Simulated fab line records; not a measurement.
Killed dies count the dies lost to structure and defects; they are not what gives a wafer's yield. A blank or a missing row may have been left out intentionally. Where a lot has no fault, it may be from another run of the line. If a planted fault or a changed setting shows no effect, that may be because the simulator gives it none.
fab line records	flow n5_finfet
record: lots: 5	wafers: 15	last_day: 17
route steps=1938 shown FIN_SAQP@135 BEOL_M4@1111
lots that met no fault: taken from a fault-free run of the same line
start_h: hours from the record's first day to the start of the lot's first wafer shown	wait_h: time in hours since the lot's previous step	" same as the row above	L1.1+2: one row covering several wafers at once	- either no value or no given start	* or withheld: withheld	< > ~ a bound
route shown NAME@n: a module of which the file shows steps, and the number in the route of the first	usual: mean/standard deviation taken from wafers without a fault	same: alike in all rows	chamber/n: place in a boat	sites: readings site by site	_std_site: standard deviation across them	_edge_site: mean of outer sites minus mean of inner sites	radius_mm: for every site, how far away it sits from the centre of the wafer	mask NAME#n: copy n	behind: the last tool/chamber to shape the wafer	hold: why the lot was held/for how many hours/how that ended	device: the transistor (n, p or np) that didn't switch	end of line: tests of these same wafers at the route's end	step lacking rows: just its recipe	killed: dies lost to structure and defects at the first sort, not the wafer's yield	map: dies across one wafer; x = killed, . = not, _ = none there
set.NAME: setting as actually run; set.NAME@STEP: the setting as run at that earlier step	model.NAME: the simulator's own value behind a step, which no gauge read
a table for each step, a row for each wafer; lots at some steps of the route
services: the hour from which a tool's chamber was out of use, counted from the record's first day as start_h (under 0 if before that day), plus the number of hours and why
== steps ==
step: N5_FIN_SAQP_ETCH_67
recipe: chemistry: CH3F/O2	target: SiNx	target_depth_a: 300	mask_material: SOC	pressure_mtorr: 30	source_w: 395	bias_w: 73	Ar_flow_sccm: 150	CH3F_flow_sccm: 30	O2_flow_sccm: 20	ion_energy_ev: 120
step: N5_FIN_SAQP_STRIP_70
recipe: chemistry: N2/H2	power_w: 500	temp_c: 40	pressure_mtorr: 50	rf_frequency_hz: 6e+07	overash_fraction: 0.3	bias_power_w: 28	h2_frac: 0.5	n2_flow_sccm: 300	h2_flow_sccm: 300
usual: drypump_motor_current_A: 5.7/0.55	oes_product_au: 0.83/0.091	rf_vpp_V: 122.0/1.1	showerhead_plenum_p_Torr: 3.38/0.14	throttle_valve_pct: 18.76/0.29
lot.wafer	tool	chamber	start_h	wait_h	drypump_motor_current_A	oes_product_au	rf_hours_counter_h	rf_vpp_V	showerhead_plenum_p_Torr	throttle_valve_pct
L690.1	rie_diel-06	3	27.09	0.0	5.2	0.96	5	122.6	3.54	18.32
L690.2	"	2	"	"	5.4	0.69	247	120.9	3.18	19.20
L690.3	"	0	"	"	5.3	0.68	241	122.2	3.19	18.94
L697.1	rie_diel-01	2	67.88	0.0	6.4	0.74	213	121.9	3.31	18.67
L697.4	"	2	"	"	6.4	0.74	-	120.9	3.31	18.69
L697.6	"	1	"	"	5.3	0.73	-	121.1	3.36	19.08
L703.1	rie_diel-06	0	104.06	0.0	5.3	0.94	3	123.1	3.59	18.58
L703.2	"	1	"	"	6.7	0.81	91	121.6	3.26	19.09
L703.5	"	0	"	"	5.3	0.94	-	122.7	3.59	18.59
L707.2	rie_diel-02	3	129.70	0.0	4.8	0.86	55	120.8	3.26	18.56
L707.3	"	0	"	"	5.8	0.88	25	121.9	3.45	18.57
L707.6	"	2	"	"	5.8	0.83	-	124.4	3.56	18.83
L712.3	rie_diel-06	2	156.99	0.0	5.4	0.89	27	122.8	3.57	18.81
L712.4	"	1	"	"	6.7	0.81	101	121.0	3.26	19.10
L712.5	"	0	"	"	5.3	0.91	-	123.6	3.58	18.59
step: N5_FIN_SAQP_RECESS_71
recipe: chemistry: HF/NH3	target: SiO2	target_depth_a: 30	afs_cycles: 1	temp_c: 30	sublimation_temp_c: 180	sublimation_time_s: 60
usual: drypump_motor_current_A: 5.7/0.4
lot.wafer	tool	chamber	start_h	wait_h	drypump_motor_current_A
L690.1	vapor_etch-02	0	27.15	0.0	5.4
L690.2	"	1	"	"	6.3
L690.3	"	1	"	"	6.3
L697.1	vapor_etch-02	0	67.94	0.0	5.4
L697.4	"	0	"	"	5.4
L697.6	"	1	"	"	6.3
L703.1	vapor_etch-01	1	104.12	0.0	5.3
L703.2	"	0	"	"	5.6
L703.5	"	1	"	"	5.3
L707.2	vapor_etch-01	0	129.76	0.0	5.6
L707.3	"	1	"	"	5.3
L707.6	"	0	"	"	5.6
L712.3	vapor_etch-02	1	157.09	0.1	6.3
L712.4	"	0	"	"	5.4
L712.5	"	0	"	"	5.4
step: N5_FIN_SAQP_SPACER2_ALD_28
recipe: material: SiO2	target_thk_a: 81	temp_c: 300	ald_precursor_family: BDEAS	ald_co_reactant: O2-plasma	pulse_time_s: 1	purge_time_s: 2	co_reactant_purge_time_s: 2	pressure_torr: 2
step: N5_FIN_SAQP_SPACER2_ETCHBACK_29
recipe: chemistry: CHF3/O2	mode: anisotropic_etchback	target: SiO2	target_depth_a: 122	time_s: 6.1	pressure_mtorr: 30	source_w: 650	bias_w: 170	Ar_flow_sccm: 200	CHF3_flow_sccm: 50	O2_flow_sccm: 5	ion_energy_ev: 200
step: N5_FIN_SAQP_MANDREL2_REMOVE_60
recipe: chemistry: HBr/Cl2/O2	bt_time_s: 10	target: a-Si	stop_on: SiNx	endpoint: OES-SiCl	over_etch_frac: 1	icp_w: 600	bias_w: 22	HBr_flow_sccm: 150	Cl2_flow_sccm: 80	O2_flow_sccm: 5	pressure_mtorr: 10
step: N5_FIN_SAQP_CD_MEAS_31
recipe: target_cd_nm: 8	landing_energy_ev: 1000	detector: se_inlens	polarity: line
usual: cd_nm: 8.13/0.19
lot.wafer	tool	chamber	start_h	wait_h	cd_nm
L690.1	cd_sem-03	0	27.85	0.1	7.94
L690.2	"	0	"	"	8.28
L690.3	"	0	"	"	8.04
L697.1	cd_sem-01	0	68.61	0.1	7.82
L697.4	"	0	"	"	7.77
L697.6	"	0	"	"	7.81
L703.1	cd_sem-03	0	104.79	0.1	8.00
L703.2	"	0	"	"	8.26
L703.5	"	0	"	"	8.29
L707.2	cd_sem-03	0	131.52	0.1	8.16
L707.3	"	0	"	"	8.43
L707.6	"	0	"	"	8.20
L712.3	cd_sem-02	0	157.73	0.1	8.21
L712.4	"	0	"	"	8.28
L712.5	"	0	"	"	8.14
step: N5_FIN_SAQP_HM_OPEN_33
recipe: chemistry: CH3F/O2	target: SiNx	mask_material: SiO2	target_depth_a: 494	time_s: 70.6	pressure_mtorr: 30	source_w: 395	bias_w: 73	Ar_flow_sccm: 150	CH3F_flow_sccm: 30	O2_flow_sccm: 20	ion_energy_ev: 120	ends: cleared
usual: CH3F_flow_sccm: 30.00/0.1	drypump_motor_current_A: 5.6/0.5	etch_rf_on_time_s: 69.0/1.2	oes_ar_750_au: 0.84/0.076	oes_product_au: 0.72/0.067	rf_vpp_V: 296.0/2.9	showerhead_plenum_p_Torr: 2.02/0.078	throttle_valve_pct: 16.22/0.21
lot.wafer	tool	chamber	start_h	wait_h	CH3F_flow_sccm	drypump_motor_current_A	etch_rf_on_time_s	oes_ar_750_au	oes_product_au	rf_hours_counter_h	rf_vpp_V	showerhead_plenum_p_Torr	throttle_valve_pct
L690.1	rie_diel-01	2	27.90	0.0	30.09	6.4	66.7	0.74	0.63	197	296.1	1.97	16.41
L690.2	"	3	"	"	29.88	5.7	70.0	0.68	0.57	241	298.6	1.96	16.75
L690.3	"	1	"	"	29.93	5.4	70.5	0.75	0.63	153	295.7	2.00	16.37
L697.1	rie_diel-02	3	68.66	0.0	29.92	4.7	69.4	0.88	0.77	27	297.0	1.95	16.29
L697.4	"	3	"	"	29.97	4.7	68.6	0.88	0.76	-	296.8	1.95	16.29
L697.6	"	3	"	"	29.92	4.7	70.6	0.89	0.76	-	296.9	1.95	16.27
L703.1	rie_diel-02	0	104.83	0.0	30.08	5.8	67.9	0.94	0.78	13	294.6	2.05	15.99
L703.2	"	2	"	"	29.92	5.8	69.3	0.86	0.73	50	294.7	2.12	16.11
L703.5	"	2	"	"	30.05	5.8	69.3	0.85	0.73	-	292.8	2.12	16.13
L707.2	rie_diel-01	1	131.63	0.1	29.77	5.3	69.6	0.72	0.60	197	296.6	1.99	16.46
L707.3	"	3	"	"	30.01	5.7	69.0	0.89	0.76	19	298.7	1.95	16.25
L707.6	"	2	"	"	30.02	6.4	68.9	0.71	0.61	-	294.2	1.96	16.49
L712.3	rie_diel-02	3	157.77	0.0	30.10	4.7	68.4	0.83	0.71	66	296.1	1.93	16.37
L712.4	"	1	"	"	30.26	5.6	70.6	0.85	0.72	56	295.6	2.02	15.99
L712.5	"	1	"	"	30.06	5.6	69.4	0.85	0.73	-	296.4	2.02	16.00
step: N5_FIN_SAQP_ETCH_34
recipe: chemistry: C4F6/O2	target: SiO2	target_depth_a: 450	time_s: 15	ion_energy_ev: 250	pressure_mtorr: 30	source_w: 345	bias_w: 185	Ar_flow_sccm: 300	C4F6_flow_sccm: 10	O2_flow_sccm: 10	ends: cleared
usual: drypump_motor_current_A: 5.6/0.5	etch_rf_on_time_s: 14.98/0.17	oes_ar_750_au: 0.85/0.075	oes_o_777_au: 0.85/0.081	oes_product_au: 0.72/0.066	rf_fwd_power_W: 336.2/1	rf_vpp_V: 662/6.4	showerhead_plenum_p_Torr: 2.87/0.11	throttle_valve_pct: 20.95/0.19
lot.wafer	tool	chamber	start_h	wait_h	drypump_motor_current_A	etch_rf_on_time_s	oes_ar_750_au	oes_o_777_au	oes_product_au	rf_fwd_power_W	rf_hours_counter_h	rf_vpp_V	showerhead_plenum_p_Torr	throttle_valve_pct
L690.1	rie_diel-01	2	27.97	0.0	6.4	14.96	0.74	0.73	0.63	335.2	197	660	2.81	21.07
L690.2	"	3	"	"	5.7	15.38	0.68	0.68	0.57	335.5	242	668	2.79	21.39
L690.3	"	1	"	"	5.3	15.19	0.74	0.74	0.63	337.1	153	666	2.84	21.05
L697.1	rie_diel-02	3	68.76	0.1	4.8	15.13	0.89	0.88	0.76	334.5	27	664	2.77	21.02
L697.4	"	3	"	"	4.8	15.16	0.88	0.89	0.76	337.0	-	665	2.77	21.01
L697.6	"	3	"	"	4.7	14.92	0.88	0.89	0.77	335.3	-	666	2.77	21.04
L703.1	rie_diel-02	0	104.90	0.0	5.8	15.00	0.92	0.91	0.78	335.3	13	658	2.92	20.79
L703.2	"	2	"	"	5.7	15.05	0.86	0.90	0.73	335.3	50	655	3.00	20.85
L703.5	"	2	"	"	5.8	14.93	0.85	0.90	0.73	335.9	-	654	3.00	20.85
L707.2	rie_diel-01	1	131.70	0.0	5.3	15.12	0.71	0.71	0.60	336.8	197	664	2.82	21.12
L707.3	"	3	"	"	5.7	15.06	0.89	0.89	0.76	336.8	19	668	2.78	20.98
L707.6	"	2	"	"	6.4	14.76	0.70	0.69	0.61	336.8	-	659	2.79	21.13
L712.3	rie_diel-02	3	157.84	0.0	4.7	15.00	0.83	0.83	0.71	336.5	66	664	2.75	21.10
L712.4	"	1	"	"	5.6	14.89	0.85	0.86	0.73	335.6	56	662	2.87	20.70
L712.5	"	1	"	"	5.6	14.87	0.85	0.87	0.73	334.9	-	661	2.87	20.71
step: N5_FIN_SAQP_STRIP_77
recipe: chemistry: N2/H2	time_s: 90	power_w: 100	temp_c: 40	pressure_mtorr: 100	rf_frequency_hz: 6e+07	bias_power_w: 3	n2_flow_sccm: 300	h2_flow_sccm: 300
usual: drypump_motor_current_A: 5.6/0.5	oes_product_au: 0.84/0.079	rf_vpp_V: 45.4/0.96	showerhead_plenum_p_Torr: 3.41/0.13	throttle_valve_pct: 12.05/0.24
lot.wafer	tool	chamber	start_h	wait_h	drypump_motor_current_A	oes_product_au	rf_hours_counter_h	rf_vpp_V	showerhead_plenum_p_Torr	throttle_valve_pct
L690.1	rie_diel-01	2	27.99	0.0	6.4	0.75	197	45.9	3.34	12.30
L690.2	"	3	"	"	5.7	0.66	242	44.7	3.32	12.61
L690.3	"	1	"	"	5.3	0.74	153	43.8	3.39	12.32
L697.1	rie_diel-02	3	68.80	0.0	4.8	0.90	27	44.0	3.29	12.03
L697.4	"	3	"	"	4.7	0.91	-	46.3	3.29	12.02
L697.6	"	3	"	"	4.8	0.91	-	45.9	3.29	12.02
L703.1	rie_diel-02	0	104.93	0.0	5.9	0.91	13	44.4	3.47	11.81
L703.2	"	2	"	"	5.8	0.85	50	45.3	3.58	11.99
L703.5	"	2	"	"	5.8	0.84	-	44.7	3.58	12.00
L707.2	rie_diel-01	1	131.72	0.0	5.3	0.71	197	45.5	3.36	12.43
L707.3	"	3	"	"	5.8	0.88	19	44.5	3.30	12.02
L707.6	"	2	"	"	6.4	0.72	-	44.3	3.32	12.41
L712.3	rie_diel-02	3	157.86	0.0	4.8	0.84	66	45.4	3.27	12.13
L712.4	"	1	"	"	5.6	0.84	56	44.4	3.43	11.83
L712.5	"	1	"	"	5.6	0.84	-	44.8	3.42	11.82
step: N5_FIN_SAQP_HM_CD_35
recipe: target_cd_nm: 8	polarity: line
usual: cd_nm: 8.10/0.22
lot.wafer	tool	chamber	start_h	wait_h	cd_nm
L690.1	cd_sem-02	-	28.12	0.1	8.16
L690.2	"	-	"	"	8.22
L690.3	"	-	"	"	8.21
L697.1	cd_sem-02	-	68.97	0.1	7.93
L697.4	"	-	"	"	7.71
L697.6	"	-	"	"	7.84
L703.1	cd_sem-03	-	105.05	0.1	8.15
L703.2	"	-	"	"	7.82
L703.5	"	-	"	"	8.23
L707.2	cd_sem-03	-	131.84	0.1	8.28
L707.3	"	-	"	"	7.92
L707.6	"	-	"	"	8.75
L712.3	cd_sem-02	-	157.99	0.1	8.24
L712.4	"	-	"	"	8.39
L712.5	"	-	"	"	7.69
step: N5_FIN_SAQP_ETCH_64
recipe: chemistry: CF4	target: SiO2	target_depth_a: 15	ion_energy_ev: 350	pressure_mtorr: 10	icp_w: 800	bias_w: 400	cf4_flow_sccm: 80
step: N5_FIN_SAQP_FIN_ETCH_36
recipe: chemistry: HBr/Cl2/O2	target_depth_a: 1200	mask_material: SiNx	time_s: 50.4	bias_w: 102	pressure_mtorr: 10	icp_w: 800	HBr_flow_sccm: 150	Cl2_flow_sccm: 80	O2_flow_sccm: 12
usual: drypump_motor_current_A: 5.7/0.42	mfc_cl2_sccm: 80.02/0.23	oes_o_777_au: 0.98/0.048	oes_product_au: 0.992/0.02	rf_fwd_power_W: 796.6/2.5	throttle_valve_pct: 36.0/0.33
lot.wafer	tool	chamber	start_h	wait_h	drypump_motor_current_A	mfc_cl2_sccm	oes_o_777_au	oes_product_au	rf_fwd_power_W	rf_hours_counter_h	throttle_valve_pct	model.etch.depth_nm	model.FIN_SAQP.feature_depth_nm	model.SiNx_of_FIN_SAQP_HM_DEP_03.thk_nm
L690.1	rie_si-03	2	28.19	0.0	6.2	80.22	0.96	0.951	795.7	185	36.4	116.4	116.4	20.6
L690.2	"	0	"	"	5.7	80.25	1.02	0.992	796.7	98	35.8	118.6	118.6	21.2
L690.3	"	3	"	"	5.7	79.87	0.95	0.960	794.5	58	36.2	118.9	118.8	21.4
L697.1	rie_si-02	0	69.04	0.0	5.1	80.10	0.99	1.003	801.1	7	36.1	119.3	119.4	21
L697.4	"	1	"	"	5.2	80.00	0.95	0.985	798.0	118	36.6	118.1	118.2	21.2
L697.6	"	1	"	"	5.2	80.39	0.94	0.990	795.7	-	36.6	118.7	118.6	22
L703.1	rie_si-03	1	105.12	0.0	5.8	80.05	0.88	0.982	795.5	4	36.3	118.4	118.4	20.6
L703.2	"	2	"	"	6.2	80.02	0.52	0.874	607.7	186	36.5	103.4	103.4	22.4
L703.5	"	0	"	"	5.7	79.85	1.01	0.995	798.8	-	35.7	120	120	21.6
L707.2	rie_si-04	0	131.91	0.0	6.0	80.20	0.99	1.014	796.9	30	35.8	121.9	121.8	20.6
L707.3	"	3	"	"	6.3	80.20	1.01	1.013	797.3	117	35.7	119.1	119.2	20.4
L707.6	"	2	"	"	5.0	80.05	1.01	1.015	791.9	-	35.8	121.2	121.2	21.4
L712.3	rie_si-02	1	158.05	0.0	5.2	80.18	0.95	0.987	796.2	120	36.6	118.6	118.6	20.8
L712.4	"	2	"	"	5.7	79.76	0.91	0.973	792.1	70	35.8	118	118	22.2
L712.5	"	2	"	"	5.7	79.89	0.90	0.970	800.3	-	35.8	118.2	118.2	21.6
step: N5_FIN_SAQP_CD_MEAS_37
recipe: target_cd_nm: 8	polarity: line
usual: cd_nm: 8.13/0.27
lot.wafer	tool	chamber	start_h	wait_h	cd_nm
L690.1	cd_sem-02	-	28.31	0.1	8.40
L690.2	"	-	"	"	7.70
L690.3	"	-	"	"	8.36
L697.1	cd_sem-03	-	69.16	0.1	8.11
L697.4	"	-	"	"	7.43
L697.6	"	-	"	"	7.70
L703.1	cd_sem-02	-	105.24	0.1	8.24
L703.2	"	-	"	"	8.19
L703.5	"	-	"	"	7.67
L707.2	cd_sem-02	-	132.03	0.1	8.28
L707.3	"	-	"	"	8.20
L707.6	"	-	"	"	8.31
L712.3	cd_sem-03	-	158.18	0.1	8.25
L712.4	"	-	"	"	8.19
L712.5	"	-	"	"	7.60
step: N5_FIN_SAQP_PRECLEAN_38
recipe: chemistry: O3/DIW	time_s: 45	temp_c: 22	o3_ppm: 10
step: N5_FIN_SAQP_PRECLEAN_45
recipe: chemistry: dHF	time_s: 10	dilution: 500:1	temp_c: 25
step: N5_FIN_SAQP_SRD_39
recipe: dry: ipa_marangoni	time_s: 30	temp_c: 23	rinse_liquid: diw
step: N5_FIN_SAQP_OCD_MEAS_76
usual: trench_depth_nm: 119.2/2
lot.wafer	tool	chamber	start_h	wait_h	trench_depth_nm
L690.1	ocd-01	-	28.41	0.0	116.2
L690.2	"	-	"	"	118.3
L690.3	"	-	"	"	118.8
L697.1	ocd-01	-	69.26	0.0	119.4
L697.4	"	-	"	"	118.4
L697.6	"	-	"	"	118.8
L703.1	ocd-01	-	105.34	0.0	118.1
L703.2	"	-	"	"	104.0
L703.5	"	-	"	"	119.8
L707.2	ocd-02	-	132.13	0.0	121.8
L707.3	"	-	"	"	119.0
L707.6	"	-	"	"	120.9
L712.3	ocd-01	-	158.28	0.0	118.4
L712.4	"	-	"	"	117.8
L712.5	"	-	"	"	118.5
step: N5_FIN_SAQP_INSPECT_40
recipe: inspect_instrument: brightfield	mode: aei
usual: raw_defect_count: 228/75
lot.wafer	tool	chamber	start_h	wait_h	raw_defect_count
L690.1	defect_inspect-01	-	28.44	0.0	186
L690.2	"	-	"	"	175
L690.3	"	-	"	"	246
L697.1	defect_inspect-01	-	69.29	0.0	194
L697.4	"	-	"	"	165
L697.6	"	-	"	"	184
L703.1	defect_inspect-02	-	105.37	0.0	419
L703.2	"	-	"	"	554
L703.5	"	-	"	"	307
L707.2	defect_inspect-01	-	132.16	0.0	232
L707.3	"	-	"	"	247
L707.6	"	-	"	"	273
L712.3	defect_inspect-02	-	158.30	0.0	197
L712.4	"	-	"	"	294
L712.5	"	-	"	"	146
step: N5_BEOL_M4_RC_MEAS_101
usual: DIBL_N: 36.1/1.5	DIBL_P: 36.1/1.9	IOFF_N: 0.159/0.029	IOFF_P: 0.21/0.038	ION_N: 675/11	ION_P: 464/8.1	SS_N: 71.5/0.57	SS_P: 73.3/0.64	VT_N: 249/3.1	VT_P: -250/3.8
lot.wafer	tool	chamber	start_h	wait_h	DIBL_N[mV/V]	DIBL_P[mV/V]	IOFF_N[nA/um]	IOFF_P[nA/um]	ION_N[uA/um]	ION_P[uA/um]	SS_N[mV/dec]	SS_P[mV/dec]	VT_N[mV]	VT_P[mV]
L690.1	prober-01	0	158.44	0.0	37.8	38.6	0.157	0.23	676	466	71.5	74.0	250	-252
L690.2	"	0	"	"	36.6	37.6	0.131	0.21	669	459	71.9	72.8	253	-250
L690.3	"	0	"	"	36.5	37.0	0.133	0.21	671	466	71.6	72.8	252	-250
L697.1	prober-01	0	201.14	0.0	33.2	32.1	0.116	0.15	665	456	70.8	72.6	253	-255
L697.4	"	0	"	"	35.0	34.2	0.127	0.17	653	446	70.1	72.8	252	-253
L697.6	"	0	"	"	33.6	32.7	0.116	0.15	658	450	70.3	72.0	256	-255
L703.1	prober-01	0	248.35	0.0	36.7	37.0	0.166	0.22	682	465	71.9	73.0	248	-248
L703.2	"	0	"	"	36.5	37.0	0.149	0.21	683	465	71.1	73.6	251	-249
L703.5	"	0	"	"	34.4	34.9	0.118	0.18	662	458	71.3	73.1	254	-251
L707.2	prober-01	0	269.68	0.2	38.5	38.9	0.187	0.21	665	456	72.4	73.6	249	-254
L707.3	"	0	"	"	36.2	37.3	0.151	0.18	662	446	71.6	72.8	254	-256
L707.6	"	0	"	"	37.5	38.5	0.180	0.20	678	460	72.7	73.3	248	-253
L712.3	prober-02	0	306.34	0.3	36.7	36.3	0.176	0.27	684	475	70.9	73.5	246	-244
L712.4	"	0	"	"	35.1	35.1	0.153	0.27	675	482	70.9	73.0	249	-242
L712.5	"	0	"	"	37.2	36.5	0.166	0.28	673	471	72.3	73.6	251	-243
== services ==
tool	chamber	start_h	hours	kind
vapor_etch-01	1	13.63	3.1	repair
rie_si-02	-	17.35	0.1	repair
rie_si-02	-	32.88	2.8	pm
rie_diel-01	0	40.40	11.1	repair
rie_diel-02	0	54.64	-	clean
rie_diel-02	0	54.64	-	consumable_replace:focus_ring
rie_diel-02	0	54.64	18.1	scheduled_down
rie_diel-02	0	54.64	18.1	vent_cycle
rie_diel-01	3	59.68	14.2	repair
rie_diel-01	-	68.27	2.8	pm
rie_diel-02	1	68.50	2.2	repair
rie_diel-06	0	68.51	6.8	repair
vapor_etch-01	-	70.15	14.6	pm
rie_diel-01	3	73.94	-	clean
rie_diel-01	3	73.94	-	consumable_replace:focus_ring
rie_diel-01	3	73.94	15.8	scheduled_down
rie_diel-01	3	73.94	15.8	vent_cycle
rie_diel-06	2	83.58	4.7	repair
rie_diel-02	2	92.12	3.4	repair
rie_si-04	1	99.50	3.5	repair
rie_diel-06	-	104.51	28.1	pm
rie_si-02	-	109.96	0.3	repair
rie_diel-02	0	145.20	4.2	repair
rie_diel-01	2	155.86	-	clean
== key ==
first_sign: step: N5_FIN_SAQP_FIN_ETCH_36	reading: rf_fwd_power_W	direction: down	sigmas: 75	usual: *	struck: *
effect: step: N5_FIN_SAQP_FIN_ETCH_36	reading: oes_o_777_au	direction: down	sigmas: 9.6	usual: 0.98	struck: 0.52
effect: step: N5_FIN_SAQP_OCD_MEAS_76	reading: trench_depth_nm	direction: down	sigmas: 7.6	usual: 119.2	struck: 104.0
model_effect: step: N5_FIN_SAQP_FIN_ETCH_36	value: etch.depth_nm	without: 117.6	struck: 103.4
met_at N5_FIN_SAQP_FIN_ETCH_36
struck_wafers L703.2
onset_between 28.19 105.12
fault: kind: process_parameter_drift	tool: rie_si-03	chamber: 2	onset_h: 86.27	steps: N5_FIN_SAQP_FIN_ETCH_36	channel: icp_w	offset: -192	shape: step	end_h: 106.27	acts_in: these_recipes_only	stated: 800
